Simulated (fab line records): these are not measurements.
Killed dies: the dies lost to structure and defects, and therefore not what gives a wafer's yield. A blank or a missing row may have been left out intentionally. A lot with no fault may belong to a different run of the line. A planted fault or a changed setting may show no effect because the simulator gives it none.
Split-lot study | flow n5Finfet | 39 wafers read from 7 lots, route of 1938 steps

== THE SPLIT ==
At N5_MOL_CONTACT_COAG_ALD_133 (deposits SiO2, target thk 5 nm, pulse time 1 s, co reactant pulse time 1 s), the setting aldCycles was moved away from the recipe's 35 on 12 of the 39 wafers read, by -14.3% to +17.1%. For the rest of the wafers, this setting stayed at what the recipe calls for.

The split's own step is where the reading is taken.

== THE READING ==
SiO2_of_MOL_CONTACT_COAG_ALD_133.thkNm (the simulator's own value, which no gauge read), in nm, at N5_MOL_CONTACT_COAG_ALD_133 (deposits SiO2, target thk 5 nm, pulse time 1 s, co reactant pulse time 1 s). No usual value for it is given in the file.

wafer  | tool, chamber at the split | aldCycles as run | against the recipe | SiO2_of_MOL_CONTACT_COAG_ALD_133.thkNm, nm | against lot-mates on the recipe
L074.1 | aldSin-04, 3,2,1           | 40               | +14.3%             | 5.8                                        | +0.8
L074.2 | aldSin-04, 3,2,1           | 40               | +14.3%             | 5.8                                        | +0.8
L074.6 | aldSin-04, 3,2,1           | 40               | +14.3%             | 5.8                                        | +0.8
L074.3 | aldSin-04, 0,1,2           | 35               | recipe             | 5                                          | -
L074.4 | aldSin-04, 0,1,2           | 35               | recipe             | 5                                          | -
L074.5 | aldSin-04, 0,1,2           | 35               | recipe             | 5                                          | -
L075.2 | aldSin-04, 3,1,1           | 35               | recipe             | 5                                          | -
L075.4 | aldSin-04, 3,1,1           | 35               | recipe             | 5                                          | -
L075.6 | aldSin-04, 3,1,1           | 35               | recipe             | 5                                          | -
L081.1 | aldSin-04, 0,2,3           | 41               | +17.1%             | 5.8                                        | +0.8
L081.4 | aldSin-04, 0,2,3           | 41               | +17.1%             | 5.8                                        | +0.8
L081.6 | aldSin-04, 0,2,3           | 41               | +17.1%             | 5.8                                        | +0.8
L081.2 | aldSin-04, 1,3,0           | 35               | recipe             | 5                                          | -
L081.3 | aldSin-04, 1,3,0           | 35               | recipe             | 5                                          | -
L081.5 | aldSin-04, 1,3,0           | 35               | recipe             | 5                                          | -
L087.1 | aldSin-03, 0,1,3,2,1,2     | 35               | recipe             | 5                                          | -
L087.2 | aldSin-03, 0,1,3,2,1,2     | 35               | recipe             | 5                                          | -
L087.3 | aldSin-03, 0,1,3,2,1,2     | 35               | recipe             | 5                                          | -
L087.4 | aldSin-03, 0,1,3,2,1,2     | 35               | recipe             | 5                                          | -
L087.5 | aldSin-03, 0,1,3,2,1,2     | 35               | recipe             | 5                                          | -
L087.6 | aldSin-03, 0,1,3,2,1,2     | 35               | recipe             | 5                                          | -
L091.1 | aldSin-03, 3,1,3           | 35               | recipe             | 5                                          | -
L091.2 | aldSin-03, 3,1,3           | 35               | recipe             | 5                                          | -
L091.5 | aldSin-03, 3,1,3           | 35               | recipe             | 5                                          | -
L091.3 | aldSin-03, 2,1,2           | 38               | +8.6%              | 5.4                                        | +0.4
L091.4 | aldSin-03, 2,1,2           | 38               | +8.6%              | 5.4                                        | +0.4
L091.6 | aldSin-03, 2,1,2           | 38               | +8.6%              | 5.4                                        | +0.4
L092.1 | aldSin-04, 0,1,3,2,1,0     | 35               | recipe             | 5                                          | -
L092.2 | aldSin-04, 0,1,3,2,1,0     | 35               | recipe             | 5                                          | -
L092.3 | aldSin-04, 0,1,3,2,1,0     | 35               | recipe             | 5                                          | -
L092.4 | aldSin-04, 0,1,3,2,1,0     | 35               | recipe             | 5                                          | -
L092.5 | aldSin-04, 0,1,3,2,1,0     | 35               | recipe             | 5                                          | -
L092.6 | aldSin-04, 0,1,3,2,1,0     | 35               | recipe             | 5                                          | -
L094.1 | aldSin-04, 3,1,2           | 35               | recipe             | 5                                          | -
L094.5 | aldSin-04, 3,1,2           | 35               | recipe             | 5                                          | -
L094.6 | aldSin-04, 3,1,2           | 35               | recipe             | 5                                          | -
L094.2 | aldSin-04, 2,0,1           | 30               | -14.3%             | 4.2                                        | -0.8
L094.3 | aldSin-04, 2,0,1           | 30               | -14.3%             | 4.2                                        | -0.8
L094.4 | aldSin-04, 2,0,1           | 30               | -14.3%             | 4.2                                        | -0.8
Rows listing several chambers each stand for several wafers; the file does not say which wafer went through which chamber.

FIT RESULTS
A straight line over all 39 wafers: SiO2_of_MOL_CONTACT_COAG_ALD_133.thkNm changes by +0.0519 nm for each +1% of aldCycles; r = +1.00; the points scatter about the line by 0.035 nm.
The same after taking each lot's own level away (the mean of its wafers on the recipe; 39 wafers): +0.0519 nm for each +1%; r = +1.00; scatter 0.035 nm.
On that fit, the largest move of aldCycles shifts the reading by 0.89 nm.
The lots' own levels span 5.00 to 5.00 nm.
So the lot-to-lot level changes the slope little: the two slopes agree.
Check: for one of the wafers moved furthest among these (+17.1%), held out of the fit, the line's prediction against its lot-mates is +0.892 nm. It came out at +0.8 nm against them.

== FURTHER SPLITS ON THESE WAFERS ==
Before the reading, these wafers also passed through other splits. Each is held against what the fit with the lots' levels taken away leaves over:
other split on the same wafers           | wafers away from the commonest value | r with SiO2_of_MOL_CONTACT_COAG_ALD_133.thkNm (lot level and that fit taken away)
N5_WELL_APT_IMPLANT_15 energyKev         | 15                                   | +0.15
N5_STI_FIN_REVEAL_RECESS_09 targetDepthA | 18                                   | -0.07
N5_DUMMY_GATE_ETCH_31 targetDepthA       | 12                                   | -0.01
N5_DUMMY_GATE_ETCH_32 timeS              | 18                                   | -0.27
N5_DUMMY_GATE_ETCH_42 biasW              | 15                                   | -0.19
N5_MOL_CONTACT_COAG_ETCHBACK_135 timeS   | 18                                   | -0.23

== FILE'S OWN FIT ==
SiO2_of_MOL_CONTACT_COAG_ALD_133.thkNm changes by +0.0516 nm for each +1% of aldCycles, r = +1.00.
